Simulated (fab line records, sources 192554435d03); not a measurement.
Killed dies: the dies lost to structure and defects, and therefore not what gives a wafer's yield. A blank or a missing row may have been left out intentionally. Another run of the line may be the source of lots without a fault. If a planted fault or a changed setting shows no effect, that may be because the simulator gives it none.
Split-lot trial || flow n5 finfet || on a route of 1938 steps: 7 lots, 21 wafers read

== ABOUT THE SPLIT ==
At N5_MOL_CONTACT_COAG_ALD_133 (deposits SiO2, target thk 5 nm, pulse time 1 s, co reactant pulse time 1 s), the setting ald cycles was moved away from the recipe's 35 on 5 of the 21 wafers read, by -5.7% to +14.3%. The other wafers ran this setting at the recipe's value.

The reading comes from the split's own step.

== THE READING ==
SiO2_of_MOL_CONTACT_COAG_ALD_133.thk nm (the simulator's own value, which no gauge read), in nm, at N5_MOL_CONTACT_COAG_ALD_133 (deposits SiO2, target thk 5 nm, pulse time 1 s, co reactant pulse time 1 s). There is no usual value for it anywhere in the file.

{"wafer": "L076.1", "tool, chamber at the split": "ald sin-03, 0", "ald cycles as run": 40, "against the recipe": "+14.3%", "SiO2_of_MOL_CONTACT_COAG_ALD_133.thk nm, nm": 5.6, "against lot-mates on the recipe": "+0.6"}
{"wafer": "L076.3", "tool, chamber at the split": "ald sin-03, 3", "ald cycles as run": 40, "against the recipe": "+14.3%", "SiO2_of_MOL_CONTACT_COAG_ALD_133.thk nm, nm": 5.8, "against lot-mates on the recipe": "+0.8"}
{"wafer": "L076.6", "tool, chamber at the split": "ald sin-03, 0", "ald cycles as run": 35, "against the recipe": "recipe", "SiO2_of_MOL_CONTACT_COAG_ALD_133.thk nm, nm": 5, "against lot-mates on the recipe": "-"}
{"wafer": "L077.1", "tool, chamber at the split": "ald sin-03, 0,2,2", "ald cycles as run": 35, "against the recipe": "recipe", "SiO2_of_MOL_CONTACT_COAG_ALD_133.thk nm, nm": 5, "against lot-mates on the recipe": "-"}
{"wafer": "L077.2", "tool, chamber at the split": "ald sin-03, 0,2,2", "ald cycles as run": 35, "against the recipe": "recipe", "SiO2_of_MOL_CONTACT_COAG_ALD_133.thk nm, nm": 5, "against lot-mates on the recipe": "-"}
{"wafer": "L077.6", "tool, chamber at the split": "ald sin-03, 0,2,2", "ald cycles as run": 35, "against the recipe": "recipe", "SiO2_of_MOL_CONTACT_COAG_ALD_133.thk nm, nm": 5, "against lot-mates on the recipe": "-"}
{"wafer": "L081.1", "tool, chamber at the split": "ald sin-02, 3,0,2", "ald cycles as run": 35, "against the recipe": "recipe", "SiO2_of_MOL_CONTACT_COAG_ALD_133.thk nm, nm": 5, "against lot-mates on the recipe": "-"}
{"wafer": "L081.2", "tool, chamber at the split": "ald sin-02, 3,0,2", "ald cycles as run": 35, "against the recipe": "recipe", "SiO2_of_MOL_CONTACT_COAG_ALD_133.thk nm, nm": 5, "against lot-mates on the recipe": "-"}
{"wafer": "L081.3", "tool, chamber at the split": "ald sin-02, 3,0,2", "ald cycles as run": 35, "against the recipe": "recipe", "SiO2_of_MOL_CONTACT_COAG_ALD_133.thk nm, nm": 5, "against lot-mates on the recipe": "-"}
{"wafer": "L084.2", "tool, chamber at the split": "ald sin-02, 1,2,2", "ald cycles as run": 35, "against the recipe": "recipe", "SiO2_of_MOL_CONTACT_COAG_ALD_133.thk nm, nm": 5, "against lot-mates on the recipe": "-"}
{"wafer": "L084.4", "tool, chamber at the split": "ald sin-02, 1,2,2", "ald cycles as run": 35, "against the recipe": "recipe", "SiO2_of_MOL_CONTACT_COAG_ALD_133.thk nm, nm": 5, "against lot-mates on the recipe": "-"}
{"wafer": "L084.6", "tool, chamber at the split": "ald sin-02, 1,2,2", "ald cycles as run": 35, "against the recipe": "recipe", "SiO2_of_MOL_CONTACT_COAG_ALD_133.thk nm, nm": 5, "against lot-mates on the recipe": "-"}
{"wafer": "L085.1", "tool, chamber at the split": "ald sin-01, 0,1", "ald cycles as run": 35, "against the recipe": "recipe", "SiO2_of_MOL_CONTACT_COAG_ALD_133.thk nm, nm": 5, "against lot-mates on the recipe": "-"}
{"wafer": "L085.5", "tool, chamber at the split": "ald sin-01, 0,1", "ald cycles as run": 35, "against the recipe": "recipe", "SiO2_of_MOL_CONTACT_COAG_ALD_133.thk nm, nm": 5, "against lot-mates on the recipe": "-"}
{"wafer": "L085.2", "tool, chamber at the split": "ald sin-01, 2", "ald cycles as run": 33, "against the recipe": "-5.7%", "SiO2_of_MOL_CONTACT_COAG_ALD_133.thk nm, nm": 4.8, "against lot-mates on the recipe": -0.2}
{"wafer": "L088.1", "tool, chamber at the split": "ald sin-01, 3,3,0", "ald cycles as run": 35, "against the recipe": "recipe", "SiO2_of_MOL_CONTACT_COAG_ALD_133.thk nm, nm": 5, "against lot-mates on the recipe": "-"}
{"wafer": "L088.5", "tool, chamber at the split": "ald sin-01, 3,3,0", "ald cycles as run": 35, "against the recipe": "recipe", "SiO2_of_MOL_CONTACT_COAG_ALD_133.thk nm, nm": 5, "against lot-mates on the recipe": "-"}
{"wafer": "L088.6", "tool, chamber at the split": "ald sin-01, 3,3,0", "ald cycles as run": 35, "against the recipe": "recipe", "SiO2_of_MOL_CONTACT_COAG_ALD_133.thk nm, nm": 5, "against lot-mates on the recipe": "-"}
{"wafer": "L094.1", "tool, chamber at the split": "ald sin-02, 1,2", "ald cycles as run": 37, "against the recipe": "+5.7%", "SiO2_of_MOL_CONTACT_COAG_ALD_133.thk nm, nm": 5.2, "against lot-mates on the recipe": "+0.2"}
{"wafer": "L094.6", "tool, chamber at the split": "ald sin-02, 1,2", "ald cycles as run": 37, "against the recipe": "+5.7%", "SiO2_of_MOL_CONTACT_COAG_ALD_133.thk nm, nm": 5.2, "against lot-mates on the recipe": "+0.2"}
{"wafer": "L094.3", "tool, chamber at the split": "ald sin-02, 2", "ald cycles as run": 35, "against the recipe": "recipe", "SiO2_of_MOL_CONTACT_COAG_ALD_133.thk nm, nm": 5, "against lot-mates on the recipe": "-"}
When a row names more than one chamber, that row covers several wafers, and the file does not tell which wafer ran in which chamber.

THE FIT
A straight line over all 21 wafers: SiO2_of_MOL_CONTACT_COAG_ALD_133.thk nm changes by +0.0462 nm for each +1% of ald cycles; r = +0.98; the points scatter about the line by 0.043 nm.
The same after taking each lot's own level away (the mean of its wafers on the recipe; 21 wafers): +0.0462 nm for each +1%; r = +0.98; scatter 0.043 nm.
Per that fit: largest ald cycles move, reading shift of 0.66 nm.
The lots' own levels span 5.00 to 5.00 nm.
The two slopes agree, so the slope changes little with the lot-to-lot level.
Check: with one of the wafers moved furthest among these (+14.3%) left out of the fit, the line predicts +0.703 nm for it against its lot-mates. Against them it came out at +0.6 nm.

== OTHER SPLITS ON THESE WAFERS ==
Before the reading, these wafers also passed through other splits. Each is held against what the fit with the lots' levels taken away leaves over:
{"other split on the same wafers": "N5_MOL_CONTACT_COAG_COAT_77 spin rpm", "wafers away from the commonest value": 10, "r with SiO2_of_MOL_CONTACT_COAG_ALD_133.thk nm (lot level and that fit taken away)": "+0.09"}

== THE FILE'S OWN FIT ==
SiO2_of_MOL_CONTACT_COAG_ALD_133.thk nm changes by +0.0456 nm for each +1% of ald cycles, r = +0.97.
